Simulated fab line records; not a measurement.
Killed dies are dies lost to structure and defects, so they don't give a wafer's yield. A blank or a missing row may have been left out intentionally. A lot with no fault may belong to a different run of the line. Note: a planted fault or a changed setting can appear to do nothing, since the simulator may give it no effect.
One fault through the eyes of 2 desks -- flow n5Finfet -- each desk holds nothing but its own numbers, with what lay behind them at the end

FOR THE TOOL OWNER'S DESK: euvScanner-02
The tool's own readings at N5_BEOL_M0_SAQP_EXPOSE_37 (exposes mask M0 CUT1, target cd 30 nm): means of the sampled wafers that have a number, for each lot that ran on this tool. Marked OUT: a lot whose mean sits more than 4 standard deviations from the usual mean, which makes it out of limits; the brackets give that distance.
Columns: A = stageMsdNm at N5_BEOL_M0_SAQP_EXPOSE_37, usual 0.89 nm
lot,first seen here,A
L654,day 6 06:36,0.93
L656,day 6 23:41,0.93
L659,day 7 17:08,0.93
L653,day 10 15:56,0.93
L671,day 10 19:59,0.93
L672,day 11 05:11,0.92
L674,day 11 09:05,0.92
This desk's finding: nothing out of limits on any of the 7 lots.

FROM THE METROLOGY DESK
What the gauges read, lot by lot, whatever tool the lot ran on: means of the sampled wafers that have a number. Marked OUT: a lot whose mean sits more than 4 standard deviations from the usual mean, which makes it out of limits; the brackets give that distance. 7 of its 11 readings are shown: the first one out of limits and those lying furthest out on some lot.
Columns: A = cdNm at N5_BEOL_M0_SAQP_CD_MEAS_40, usual 29.95 nm; B = DIBL_P at N5_BEOL_M4_RC_MEAS_101, usual 35.7 mV/V; C = IOFF_P at N5_BEOL_M4_RC_MEAS_101, usual 0.21 nA/um; D = ION_N at N5_BEOL_M4_RC_MEAS_101, usual 673 uA/um; E = ION_P at N5_BEOL_M4_RC_MEAS_101, usual 462 uA/um; F = SS_P at N5_BEOL_M4_RC_MEAS_101, usual 73.2 mV/dec; G = VT_P at N5_BEOL_M4_RC_MEAS_101, usual -250 mV
lot,first seen here,A,B,C,D,E,F,G
L654,day 6 06:44,30.02,32.8,0.23,682,476,72.7,-246
L656,day 6 23:49,24.81 (-21) OUT,35.9,0.23,676,469,73.8,-247
L659,day 7 17:16,27.17 (-12) OUT,35.2,0.19,662,458,73.0,-250
L667,day 9 15:53,30.00,36.9,0.23,686,470,73.1,-246
L670,day 10 12:55,30.04,33.5,0.18,660,452,72.9,-254
L653,day 10 16:03,29.70,35.9,0.23,678,473,73.7,-246
L671,day 10 20:07,29.88,36.4,0.20,677,462,73.6,-251
L672,day 11 05:19,30.13,35.9,0.21,676,460,72.5,-251
L674,day 11 09:13,29.81,35.8,0.24,675,472,73.9,-248
This desk finds L656, L659 out of limits, L656 being first, at day 6 23:49 (cdNm at N5_BEOL_M0_SAQP_CD_MEAS_40). L654, L667, L670, L653, L671, L672, L674 stayed within limits.

TAKEN TOGETHER
At day 6 23:49 the metrology desk could have sounded an alarm, on L656, L659.
Nothing out of limits was seen by the tool owner's desk.
The tool owner's desk has L656, L659 on record, within its limits.
Of the lots named, all ran N5_BEOL_M0_SAQP_EXPOSE_37 on euvScanner-02.

WHAT WAS PUT IN BY THE SIMULATOR
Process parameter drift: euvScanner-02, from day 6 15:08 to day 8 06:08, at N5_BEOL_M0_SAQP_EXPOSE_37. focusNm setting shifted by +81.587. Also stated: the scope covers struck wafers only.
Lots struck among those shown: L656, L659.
Per desk, hours elapsed from the start of the fault to the first reading out of limits: for the metrology desk, 9.
